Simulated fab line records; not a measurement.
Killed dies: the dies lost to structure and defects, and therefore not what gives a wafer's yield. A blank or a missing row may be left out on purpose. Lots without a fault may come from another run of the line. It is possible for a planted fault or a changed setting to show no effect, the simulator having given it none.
A lot that was struck, set against a sound lot :: flow nandHarc :: 36 steps out of a route of 1159
Sound: these wafers, L140.1, L140.3, L140.4. Wafers struck: L152.2, L152.6. The cause comes at the end.
Order at every step that has rows: each side's tool, ch and its chambers, its first start. Under that, the readings that differ: sound wafers :: struck wafers :: difference of the means :: sigmas: that difference in standard deviations of wafers without a fault.
alike: readings with means less than 2 such deviations apart, plus words and numbers identical on both sides. not compared: withheld readings, readings lacking a value on some wafer, bounds such as >300 that could conceal the same value, and numbers that have no deviation in the record and whose values overlap.
Wherever a step has rows on one side only, a row that says differs or no value, or a row with sigmas, the two part there. Numbers that have no deviation but don't overlap get no sigmas and don't part them. A reading missing from all wafers of one side parts the sides only when that side holds two or more wafers.

first, 6 steps without rows for these wafers: NHARC_A_WL_FILL_STRIP_28 (strips in post etch residue remover, time 1200 s); NHARC_A_WL_FILL_PRECLEAN_06 (cleans in DIW, time 300 s); NHARC_A_WL_FILL_SRD_07; NHARC_A_WL_FILL_ANNEAL_08 (time 1800 s); NHARC_A_WL_FILL_ALD_10 (deposits SiO2, target thk 50 nm, pulse time 10 s, ald cycles 500); NHARC_A_WL_FILL_ETCHBACK_16 (etches the open film in C4F8/O2/Ar, target depth 88 nm, time 17.6 s).
NHARC_A_WL_FILL_STRIP_29: strips in O2, time 20 s.
  sound on rieDiel-06 ch 0,1,2, day 17 10:32; struck on rieDiel-06 ch 0, day 20 08:44
  alike: drypumpMotorCurrentA, oesProductAu, rfVppV, showerheadPlenumPTorr, throttleValvePct
  not compared: rfHoursCounterH
then, 4 steps without rows for these wafers: NHARC_A_WL_FILL_ETCHBACK_17 (etches the open film in Cl2/BCl3, target depth 4 nm, time 26.7 s); NHARC_A_WL_FILL_PRECLEAN_18 (cleans in dHF, time 30 s); NHARC_A_WL_FILL_SRD_21; NHARC_A_WL_FILL_CVD_23 (deposits poly-Si, target thk 40 nm, time 800 s).
NHARC_A_WL_FILL_ETCHBACK_26: etches the open film in HBr, target depth 52 nm, time 13.3 s.
  sound on rieSi-06 ch 0,2,3, day 17 16:02; struck on rieSi-01 ch 0, day 20 14:16
  alike: biasW, drypumpMotorCurrentA, oesProductAu, throttleValvePct
  not compared: rfHoursCounterH
then, 2 steps without rows for these wafers: NHARC_A_WL_FILL_PRECLEAN_30 (cleans in dHF, time 10 s); NHARC_A_WL_FILL_SRD_14.
NHARC_A_WL_FILL_ALD_19: deposits TiN, target thk 2 nm, pulse time 3 s, ald cycles 100.
  sound on aldMetal-01 ch 1,2,3, day 17 16:18; struck on aldMetal-01 ch 0,2, day 20 14:36
  alike: heaterPowerW, precursorPulseHeightRel, susceptorTempC
then, 1 step without rows for these wafers: NHARC_A_WL_FILL_CVD_20 (deposits W, target thk 75 nm, time 5064 s).
NHARC_A_WL_FILL_CMP_12: polishes, t overpolish 30 s, target thk 75 nm.
  sound on cmp-01 ch 0,2,3, day 17 22:04; struck on cmp-02 ch 0,1, day 20 19:57
  alike: motorCurrentA, overpolishRunS, timeToEndpointS
  not compared: padLifeWafers
then, 2 steps without rows for these wafers: NHARC_A_WL_FILL_SRD_31; NHARC_A_CONTACT_DEP_24 (deposits SiO2, target thk 500 nm).
NHARC_A_CONTACT_DEP_28: deposits aC, target thk 3600 nm.
  sound on aclDep-01 ch 0, day 18 00:58; struck on aclDep-02 ch 0, day 20 21:38
reading: susceptorTempC (C)
sound: 400.44 400.17 400.20
struck: 399.76 399.72
difference: -0.53
sigmas: -2
  alike: throttleValvePct
then, 11 steps without rows for these wafers: NHARC_A_CONTACT_DEP_29 (deposits SiON, target thk 70 nm); NHARC_A_CONTACT_DEHYDRATE_32 (time 120 s); NHARC_A_CONTACT_HMDS_33 (time 30 s); NHARC_A_CONTACT_COAT_34 (time 75 s); NHARC_A_CONTACT_COAT_35 (time 65 s); NHARC_A_CONTACT_COAT_36 (resist thk 90 nm); NHARC_A_CONTACT_SOFTBAKE_37 (time 55 s); NHARC_A_CONTACT_EBR_38; NHARC_A_CONTACT_EXPOSE_39 (exposes mask A CC 3); NHARC_A_CONTACT_PEB_40 (peb time 65 s); NHARC_A_CONTACT_DEVELOP_41 (develop time 35 s).
NHARC_A_CONTACT_CD_MEAS_42 targets a cd of 200 nm.
  sound on cdSem-02 ch 0, day 18 03:55; struck on cdSem-03 ch 0, day 21 00:31
  alike: cdNm
NHARC_A_CONTACT_OVL_MEAS_43:
  struck on overlay-02, day 21 00:35; sound on overlay-02, day 18 04:01
  alike: overlayXNm, overlayYNm
NHARC_A_CONTACT_DESCUM_47: chemistry O2, time 3 s.
  sound on rieDiel-08 ch 0,2,3, day 18 04:07; struck on rieDiel-01 ch 1,3, day 21 02:56
reading: hold
sound: - - -
struck: awaitDispo/1.9h/release awaitDispo/1.9h/release
difference: no value on the sound wafers
sigmas: 
  alike: drypumpMotorCurrentA, oesProductAu, rfVppV, showerheadPlenumPTorr, throttleValvePct
  not compared: rfHoursCounterH
NHARC_A_CONTACT_ETCH_48: etches the open film in CF4, target depth 39 nm, time 65 s.
  sound on rieDiel-08 ch 0,2,3, day 18 04:11; struck on rieDiel-01 ch 1, day 21 03:01
  alike: biasW, drypumpMotorCurrentA, oesProductAu, rfVppV, showerheadPlenumPTorr, throttleValvePct
  not compared: rfHoursCounterH
-- record jumps: 3 days between struck wafers' starts before vs after; left off in module A_CONTACT, resumes in module END, first step shown is number 1159 of the route --
NHARC_END_SORT_01:
  only the struck wafers appear in the record here, on prober-01 ch 0 at day 24 08:28; the sound ones have no rows

== WHERE THEY PART ==
Earliest at NHARC_A_CONTACT_DEP_28; latest, in this record, at NHARC_END_SORT_01.

WHY: what had been put in by the simulator
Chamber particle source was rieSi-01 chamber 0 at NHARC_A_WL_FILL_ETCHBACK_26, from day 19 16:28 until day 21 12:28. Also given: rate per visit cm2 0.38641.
